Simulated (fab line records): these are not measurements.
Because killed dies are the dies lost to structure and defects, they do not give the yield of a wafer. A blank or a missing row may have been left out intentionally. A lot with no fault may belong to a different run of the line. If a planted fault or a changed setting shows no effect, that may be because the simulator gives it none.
A struck lot beside a sound one | flow n5 finfet | 18 steps out of a route of 1938
Sound: these wafers, L632.1, L632.4, L632.6. Struck: wafer L646.1. (L646.4, L646.6 of the same lot were not struck and are left out.) The cause comes at the end.
Order at every step that has rows: each side's tool, ch and its chambers, its first start. Under that, the readings that differ: sound wafers | struck wafers | difference of the means | sigmas: that difference in standard deviations of wafers without a fault.
alike: same words and numbers on both sides, and readings whose means sit less than 2 such deviations apart. not compared: any withheld reading, any reading some wafer has no value for, any bound like >300 that may hide the same value, and any number with overlapping values for which the record gives no deviation.
Wherever a step has rows on one side only, a row that says differs or no value, or a row with sigmas, the two part there. Numbers that don't overlap but have no deviation are shown without sigmas and don't part them. Lack of a reading on every wafer of one side parts them only where that side has two or more wafers.

first, 1 step without rows for these wafers: N5_BEOL_M15_ETCH_61 (etches BARC in N2/H2, target depth 89 nm, overetch 26.7 nm, time 67.9 s).
N5_BEOL_M15_TRENCH_ETCH_34: etches SiO2 in C4F8/O2/Ar, target depth 872.93 nm, time 199 s.
  sound on rie diel-01 ch 0,3, day 12 14:07; struck on rie diel-06 ch 2, day 16 13:08
  reading                     | sound             | struck | difference | sigmas
  drypump motor current A (A) | 5.4 5.4 5.4       | 6.6    | +1.2       | +2
  rf vpp V (V)                | 2209 2216 2216    | 2256   | +42        | +2
  throttle valve pct (%)      | 30.74 30.70 30.68 | 31.08  | +0.37      | +2
  alike: oes product au, showerhead plenum p Torr
  not compared: rf hours counter h
N5_BEOL_M15_STRIP_36: strips in O2.
  sound on rie diel-06 ch 0,1,2, day 12 16:39; struck on rie diel-01 ch 3, day 16 15:38
  alike: drypump motor current A, oes product au, rf vpp V, showerhead plenum p Torr, throttle valve pct
  not compared: rf hours counter h
N5_BEOL_M15_STRIP_62: strips in O2.
  sound: rie diel-06 ch 0,1,2; struck: rie diel-01 ch 3
  reading      | sound       | struck | difference | sigmas
  rf vpp V (V) | 3.3 4.1 3.0 | 4.7    | +1.2       | +3
  alike: drypump motor current A, oes product au, showerhead plenum p Torr, throttle valve pct
  not compared: rf hours counter h
N5_BEOL_M15_STRIP_37: strips in O2.
  sound: rie diel-06 ch 0,1,2; struck: rie diel-01 ch 3
  alike: drypump motor current A, oes product au, rf vpp V, showerhead plenum p Torr, throttle valve pct
  not compared: rf hours counter h
then, 4 steps without rows for these wafers: N5_BEOL_M15_ETCH_38 (etches SiCN in CF4/N2, target depth 106.4 nm, time 120.5 s); N5_BEOL_M15_PRECLEAN_39 (cleans in residue remover, time 60 s); N5_BEOL_M15_SRD_40 (time 30 s, dry time 30 s); N5_BEOL_M15_DEGAS_41 (time 60 s).
N5_BEOL_M15_PRE_CLEAN_42: time 30 s.
  sound on pvd sputter-03, day 12 17:11; struck on pvd sputter-03, day 16 16:25
  alike: heater power w
then, 1 step without rows for these wafers: N5_BEOL_M15_SPUTTER_43 (material TaN, target thk 15 nm, time 24.19 s).
N5_BEOL_M15_SPUTTER_44: material Ta, target thk 15 nm, time 24.19 s.
  sound on pvd sputter-03, day 12 17:18; struck on pvd sputter-03, day 16 16:32
  reading                                     | sound          | struck | difference | sigmas
  model.Ta_of_BEOL_M15_SPUTTER_44.thk nm (nm) | 14.8 14.8 14.8 | 10.6   | -4.2       |
  alike: chamber pressure pa, throttle valve pct
then, 3 steps without rows for these wafers: N5_BEOL_M15_SPUTTER_45 (material Cu, target thk 100 nm, time 16.67 s); N5_BEOL_M15_ECD_47 (material Cu, target thk 1860 nm); N5_BEOL_M15_ANNEAL_48 (time 90 s).
N5_BEOL_M15_CMP_49: polishes, stops on SiO2, t overpolish 4.9 s, target thk 850 nm.
  sound on cmp-03 ch 0,2,3, day 12 18:05; struck on cmp-01 ch 3, day 16 17:19
  reading                      | sound             | struck | difference | sigmas
  barrier field endpoint s (s) | 11.65 11.26 11.41 | 9.96   | -1.48      | -7
  alike: clearing platen down force psi, motor current A
N5_BEOL_M15_THK_MEAS_50: measures by xrf.
  sound on film metro-02, day 12 18:20; struck on film metro-02, day 16 17:34
  alike: M15_THK
after that, 1 step had no rows for these wafers: N5_PASSIVATION_PROBE_49.

WHERE THEY PART
At N5_BEOL_M15_TRENCH_ETCH_34 first; at N5_BEOL_M15_CMP_49 last (within this record only). Later steps at which nothing parts them and some readings are alike: N5_BEOL_M15_THK_MEAS_50.

WHY: the cause the simulator had injected
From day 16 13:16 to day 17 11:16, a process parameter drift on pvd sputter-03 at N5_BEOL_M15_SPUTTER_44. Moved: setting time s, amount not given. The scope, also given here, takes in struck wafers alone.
